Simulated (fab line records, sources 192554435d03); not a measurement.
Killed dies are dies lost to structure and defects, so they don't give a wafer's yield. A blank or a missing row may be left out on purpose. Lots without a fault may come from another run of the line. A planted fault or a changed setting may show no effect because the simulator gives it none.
A struck lot beside a sound one | flow n5_finfet | 22 steps out of a route of 1938
Sound: wafers L529.1, L529.4, L529.5. Struck: wafers L531.2, L531.3, L531.6. The cause comes at the end.
At each step with rows: each side's tool, then ch and its chambers, then its first start. Under that, the readings that differ: sound wafers | struck wafers | difference of the means | sigmas: that difference in standard deviations of wafers without a fault.
alike: readings whose means differ by less than 2 such deviations, and words and numbers that are the same on both sides. not compared: withheld readings, readings that some wafer has no value for, bounds like >300 that may hide the same value, and numbers for which the record gives no deviation and whose values overlap.
The two part at a step that has a row with sigmas, a row that says differs or no value, or rows on one side only. Numbers that don't overlap but have no deviation are shown without sigmas and don't part them. A reading that every wafer of one side lacks parts them only if that side has two wafers or more.

N5_PMOS_HMC_CHANNEL_EPI_OVL_MEAS_10:
  sound on overlay-01 ch 0, day 2 17:32; struck on overlay-02 ch 0, day 3 06:21
  alike: PMOS_HMC_BLK_OVL
N5_PMOS_HMC_CHANNEL_EPI_INSPECT_11: inspects for defects (macro).
  sound on defect_inspect-02, day 2 17:33; struck on defect_inspect-01, day 3 06:22
  alike: raw_defect_count
N5_PMOS_HMC_CHANNEL_EPI_DESCUM_14: chemistry O2, time 7.9 s.
  sound on rie_diel-06 ch 0,1,3, day 2 17:35; struck on rie_diel-05 ch 0,3, day 3 06:25
  alike: drypump_motor_current_A, oes_product_au, rf_vpp_V, showerhead_plenum_p_Torr, throttle_valve_pct
  not compared: rf_hours_counter_h
then, 1 step without rows for these wafers: N5_PMOS_HMC_CHANNEL_EPI_ETCH_32 (etches BARC in N2/H2, stops on SiO2, target depth 85.8 nm, time 50.3 s).
N5_PMOS_HMC_CHANNEL_EPI_HM_OPEN_15: chemistry CHF3/O2, target SiO2, target depth 40.6 nm, time 20.3 s.
  sound on rie_diel-06 ch 0,1,3, day 2 17:40; struck on rie_diel-05 ch 0,3, day 3 06:29
  alike: drypump_motor_current_A, oes_product_au, rf_vpp_V, showerhead_plenum_p_Torr, throttle_valve_pct
  not compared: rf_hours_counter_h
N5_PMOS_HMC_CHANNEL_EPI_STRIP_33: strips in N2/H2.
  sound on rie_diel-06 ch 0,1,3, day 2 17:43; struck on rie_diel-05 ch 0,3, day 3 06:32
  alike: drypump_motor_current_A, oes_product_au, rf_vpp_V, showerhead_plenum_p_Torr, throttle_valve_pct
  not compared: rf_hours_counter_h
then, 2 steps without rows for these wafers: N5_PMOS_HMC_CHANNEL_EPI_STRIP_17 (strips in SPM, time 750 s); N5_PMOS_HMC_CHANNEL_EPI_ETCH_38 (etches SiO2 in CF4, target depth 1.5 nm).
N5_PMOS_HMC_CHANNEL_EPI_FIN_RECESS_16: chemistry HBr/Cl2, target Si, target depth 54 nm, time 18 s.
  sound on rie_si-01 ch 1,2, day 2 18:02; struck on rie_si-04 ch 1,3, day 3 07:07
  reading                | sound          | struck         | difference | sigmas
  throttle_valve_pct (%) | 35.9 36.3 36.3 | 35.4 34.8 34.8 | -1.2       | -3
  alike: HBr_flow_sccm, drypump_motor_current_A, oes_product_au
  not compared: rf_hours_counter_h
then, 3 steps without rows for these wafers: N5_PMOS_HMC_CHANNEL_EPI_PRECLEAN_36 (cleans in O3/DIW, time 45 s); N5_PMOS_HMC_CHANNEL_EPI_PRECLEAN_18 (cleans in DHF, time 30 s); N5_PMOS_HMC_CHANNEL_EPI_SRD_19 (time 30 s).
N5_PMOS_HMC_CHANNEL_EPI_EPI_20: deposits SiGe30, target thk 59 nm.
  sound on epi_rpcvd-04 ch 0, day 2 18:13; struck on epi_rpcvd-04 ch 0, day 3 07:29
  reading                                                 | sound                | struck               | difference | sigmas
  susceptor_temp_C (C)                                    | 600.31 600.14 599.98 | 607.59 607.38 607.43 | +7.32      | +25
  susceptor_temp_C_max                                    | 602.6 603.5 602.7    | 609.7 609.7 609.9    | +6.8       | +7
  model.SiGe30_of_PMOS_HMC_CHANNEL_EPI_EPI_20.thk_nm (nm) | 58.6 58.28 59.07     | 68.34 68.11 68.06    | +9.52      |
then, 2 steps without rows for these wafers: N5_PMOS_HMC_CHANNEL_EPI_HM_STRIP_35 (strips SiO2 in dHF, material SiO2, target depth 39.6 nm, time 216 s); N5_PMOS_HMC_CHANNEL_EPI_SRD_39 (time 30 s).
N5_PMOS_HMC_CHANNEL_EPI_CMP_21: polishes SiGe30, target thk 54 nm.
  sound on cmp-03 ch 0,1,3, day 2 19:37; struck on cmp-03 ch 1,2, day 3 08:37
  alike: motor_current_A
N5_PMOS_HMC_CHANNEL_EPI_THK_MEAS_22:
  sound on film_metro-01, day 2 19:50; struck on film_metro-02, day 3 08:55
  alike: HMC_CMP_THK
then, 1 step without rows for these wafers: N5_PMOS_HMC_CHANNEL_EPI_PRECLEAN_40 (cleans in DHF, time 30 s).
N5_PMOS_HMC_CHANNEL_EPI_PRECLEAN_37: cleans in O3/DIW, time 45 s.
  sound on wet_bench-04 ch 1,2,7, day 2 19:53; struck on wet_bench-04 ch 3,4,7, day 3 08:58
  not compared: model.SiGe30_of_PMOS_HMC_CHANNEL_EPI_EPI_20.thk_nm
then, 1 step without rows for these wafers: N5_PMOS_HMC_CHANNEL_EPI_PRECLEAN_24 (cleans in DHF, time 30 s).
-- the record jumps here: 6 days lie between the struck wafers' starts before and after (it left off in module PMOS_HMC_CHANNEL_EPI and takes up again in module BEOL_M4, whose first step shown is number 1111 of the route) --
N5_BEOL_M4_RC_MEAS_101:
  sound on prober-01 ch 0, day 9 00:55; struck on prober-01 ch 0, day 9 20:31
  reading   | sound       | struck      | difference | sigmas
  VT_N (mV) | 250 240 246 | 254 257 253 | +9         | +3
  alike: DIBL_N, DIBL_P, IOFF_N, IOFF_P, ION_N, ION_P, SS_N, SS_P, VT_P
N5_PASSIVATION_PROBE_49:
  the record has rows for the sound wafers here (prober-01, day 13 01:01) and none for the struck ones

WHERE THEY PART
First at N5_PMOS_HMC_CHANNEL_EPI_FIN_RECESS_16; last, within this record, at N5_PASSIVATION_PROBE_49.

WHY: what the simulator had put in
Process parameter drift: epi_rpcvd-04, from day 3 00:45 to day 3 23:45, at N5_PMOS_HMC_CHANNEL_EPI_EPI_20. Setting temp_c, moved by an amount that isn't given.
